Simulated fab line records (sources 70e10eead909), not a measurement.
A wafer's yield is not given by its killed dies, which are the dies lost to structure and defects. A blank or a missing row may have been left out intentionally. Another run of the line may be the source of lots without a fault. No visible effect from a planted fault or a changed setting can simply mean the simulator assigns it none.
The tool behind it: which one? ; flow nand harc ; 13 lots, 39 wafers sampled, at 6 steps of a route of 1159

WHAT THE GAUGES SHOWED, per wafer
NHARC_P_M1_THK_MEAS_24: measures by xrf.
lot;measured;on;thk nm (nm)
L704;day 8 14:11;film metro-02;158.1 159.1 157.2
L705;day 8 15:58;film metro-02;156.2 155.3 157.3
L703;day 8 17:52;film metro-01;156.6 157.8 159.4
L707;day 8 18:45;film metro-01;158.1 159.2 154.8
L708;day 9 06:00;film metro-02;157.3 158.3 158.9
L711;day 9 10:08;film metro-02;157.9 158.0 158.4
L715;day 9 16:10;film metro-01;159.1 157.8 159.9
L714;day 9 17:25;film metro-02;156.2 158.2 160.0
L716;day 9 17:43;film metro-02;157.8 158.2 160.8
L721;day 10 08:10;film metro-01;155.6 157.7 159.9
L722;day 10 17:31;film metro-02;158.2 159.2 156.7
L723;day 10 22:35;film metro-01;157.7 157.1 156.4
L726;day 11 14:12;film metro-01;158.8 158.9 158.8

NHARC_P_M2_CD_MEAS_09 targets a cd of 170 nm.
lot;measured;on;cd nm (nm)
L704;day 8 15:53;cd sem-03;170.0 169.7 169.6
L705;day 8 17:31;cd sem-01;169.0 169.8 169.5
L703;day 8 19:16;cd sem-03;170.2 169.4 169.6
L707;day 8 20:17;cd sem-02;170.0 170.4 170.8
L708;day 9 08:12;cd sem-03;169.7 169.0 168.7
L711;day 9 12:00;cd sem-01;183.4 183.0 182.7
L715;day 9 17:34;cd sem-03;183.3 182.7 182.2
L714;day 9 18:51;cd sem-02;169.9 169.4 170.3
L716;day 9 19:18;cd sem-02;183.1 183.5 182.7
L721;day 10 09:35;cd sem-01;169.9 169.9 169.9
L722;day 10 18:55;cd sem-02;169.6 169.4 170.3
L723;day 11 00:10;cd sem-03;170.4 170.6 170.5
L726;day 11 15:45;cd sem-01;170.3 170.0 170.7

NHARC_P_M2_INSPECT_11.
lot;measured;on;raw defect count
L704;day 8 16:01;defect inspect-02;4 4 4
L705;day 8 17:38;defect inspect-02;5 2 2
L703;day 8 19:23;defect inspect-01;6 3 3
L707;day 8 20:25;defect inspect-02;2 3 4
L708;day 9 08:19;defect inspect-01;8 2 6
L711;day 9 12:09;defect inspect-01;4 5 3
L715;day 9 17:41;defect inspect-01;3 4 3
L714;day 9 18:58;defect inspect-01;3 0 4
L716;day 9 19:26;defect inspect-01;6 5 10
L721;day 10 09:44;defect inspect-01;3 6 1
L722;day 10 19:03;defect inspect-02;3 7 3
L723;day 11 00:17;defect inspect-02;5 1 5
L726;day 11 15:53;defect inspect-02;4 3 3

NHARC_END_SORT_01.
lot;measured;on;defect limited yield (%);killed at array;killed at other;killed at periphery;killed dies;killed open;killed short;sort_bin_2_pct (%);sort_bin_3_pct (%);sort_bin_4_pct (%);sort n pass;sort rim yield pct (%);sort yield pct (%)
L704;day 25 03:59;prober-01;93.4 94.7 91.1;41 33 53;0 0 0;4 3 7;45 36 60;1 4 6;3 1 2;2.1 1.6 2.5;0.30 0.30 0.44;4.3 3.4 5.9;632 641 617;94.3 97.2 95.3;93.4 94.7 91.1
L705;day 25 08:05;prober-02;98.2 97.6 98.4;11 14 9;0 0 0;1 2 2;12 16 11;3 3 3;4 2 0;0.6 0.4 0.3;0.15 0.15 0.15;1.0 1.8 1.2;665 661 666;100.0 99.1 98.1;98.2 97.6 98.4
L703;day 24 20:12;prober-01;96.3 94.8 95.4;21 32 30;1 0 0;3 3 1;25 35 31;3 8 3;1 1 1;0.4 1.8 0.9;0.30 0.15 0.30;3.0 3.2 3.4;652 642 646;95.3 94.3 99.1;96.3 94.8 95.4
L711;day 25 15:51;prober-02;96.2 97.0 98.4;25 19 10;0 0 0;1 1 1;26 20 11;4 1 4;5 0 1;1.3 0.6 0.4;0.15 0.15 0;2.4 2.2 1.2;651 657 666;94.3 100.0 97.2;96.2 97.0 98.4
L715;day 28 06:14;prober-02;93.2 92.6 92.5;42 47 49;0 0 0;4 3 2;46 50 51;7 10 2;4 0 1;3.4 2.1 2.2;0.15 0 0.30;3.2 5.3 5.0;631 627 626;94.3 95.3 98.1;93.2 92.6 92.5
L716;day 26 15:18;prober-02;91.3 92.5 90.7;52 40 53;0 3 4;7 8 6;59 51 63;4 4 5;3 2 1;2.5 3.1 2.4;0.15 0.59 0.59;6.1 3.8 6.4;618 626 614;95.3 93.4 92.5;91.3 92.5 90.7
L722;day 27 06:56;prober-02;93.5 95.3 93.1;43 29 44;1 0 1;0 3 2;44 32 47;2 2 1;1 4 5;2.2 1.5 1.6;0.44 0.15 0.44;3.8 3.1 4.9;633 645 630;93.4 96.2 90.6;93.5 95.3 93.1

WHAT TOOL EACH LOT RAN ON (gives the tool, then ch and the chambers of the sampled wafers, and finally the start)
lot;NHARC_P_M1_PRE_CLEAN_32;NHARC_P_M2_PEB_07
L704;pecvd-04 ch 1,2, day 8 14:35;litho track-06 ch 0, day 8 15:49
L705;pecvd-04 ch 1,2, day 8 16:11;litho track-04 ch 0, day 8 17:26
L703;pecvd-04 ch 0,2, day 8 18:06;litho track-01 ch 0, day 8 19:11
L707;pecvd-01 ch 0,1,2, day 8 18:59;litho track-06 ch 0, day 8 20:12
L708;pecvd-01 ch 0,1,2, day 9 06:54;litho track-04 ch 0, day 9 08:07
L711;pecvd-02 ch 1,2, day 9 10:21;litho track-04 ch 0, day 9 11:55
L715;pecvd-04 ch 1,2, day 9 16:23;litho track-04 ch 0, day 9 17:29
L714;pecvd-04 ch 0,1,2, day 9 17:38;litho track-01 ch 0, day 9 18:46
L716;pecvd-04 ch 0,1,2, day 9 17:59;litho track-04 ch 0, day 9 19:14
L721;pecvd-02 ch 0,1,2, day 10 08:23;litho track-01 ch 0, day 10 09:31
L722;pecvd-02 ch 0,1,2, day 10 17:46;litho track-01 ch 0, day 10 18:51
L723;pecvd-02 ch 0,2, day 10 22:50;litho track-06 ch 0, day 11 00:05
L726;pecvd-01 ch 1,2, day 11 14:26;litho track-06 ch 0, day 11 15:40
- NHARC_P_M1_PRE_CLEAN_32: time 12 s.
- NHARC_P_M2_PEB_07: peb time 65 s.

WHAT THE TOOLS THEMSELVES READ (means of the sampled wafers that have a number; where no wafer has one, the mark that the record gives instead)
NHARC_P_M1_PRE_CLEAN_32.
lot;tool;heater power w (W)
L704;pecvd-04;624
L705;pecvd-04;600
L703;pecvd-04;552
L707;pecvd-01;608
L708;pecvd-01;638
L711;pecvd-02;627
L715;pecvd-04;611
L714;pecvd-04;595
L716;pecvd-04;552
L721;pecvd-02;650
L722;pecvd-02;651
L723;pecvd-02;610
L726;pecvd-01;677

THE ANSWER, worked out from the rows above alone
Rule: what is usual is taken from the lots themselves. Put in order of their means at a reading, lots are off if they are a third of the lots or fewer, leave a main group of 4 or more, and stand apart from it by a gap of 3 or more times the standard deviation of the main group's means; of several such gaps the widest counts. If all means in a main group match to the digits the tables above print for the reading, that group is not used. Also off: a lot with no number at a reading for which 4 or more lots have one. All remaining lots with rows at the step are treated as sound. Order of review: gauges by route order, followed by the tools' own readings, for which a lot's mean as printed above is used. The first step at which some lot is off is used, and at that step the reading that is off furthest; a lot without a number counts as furthest.
Off, at NHARC_P_M2_CD_MEAS_09 on cd nm: L711, L715, L716. For the main group the mean is 169.9 nm and the standard deviation 0.41.
If a tool, at a process step before that reading, ran all the lots that are off and no sound lot after the first of them, it fits. Gauges at NHARC_P_M2_CD_MEAS_09: tried the same way as those tools. One candidate fits, namely litho track-04 at NHARC_P_M2_PEB_07. Its last sound lot is L708 (day 9 08:07), its first lot that is off L711 (day 9 11:55): a fault that began between those two fits.

WHAT HAD BEEN PUT IN BY THE SIMULATOR
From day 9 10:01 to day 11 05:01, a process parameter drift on litho track-04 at NHARC_P_M2_PEB_07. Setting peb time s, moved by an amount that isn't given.
Shown lots that were struck: L711, L715, L716. The rule given above showed the same thing.
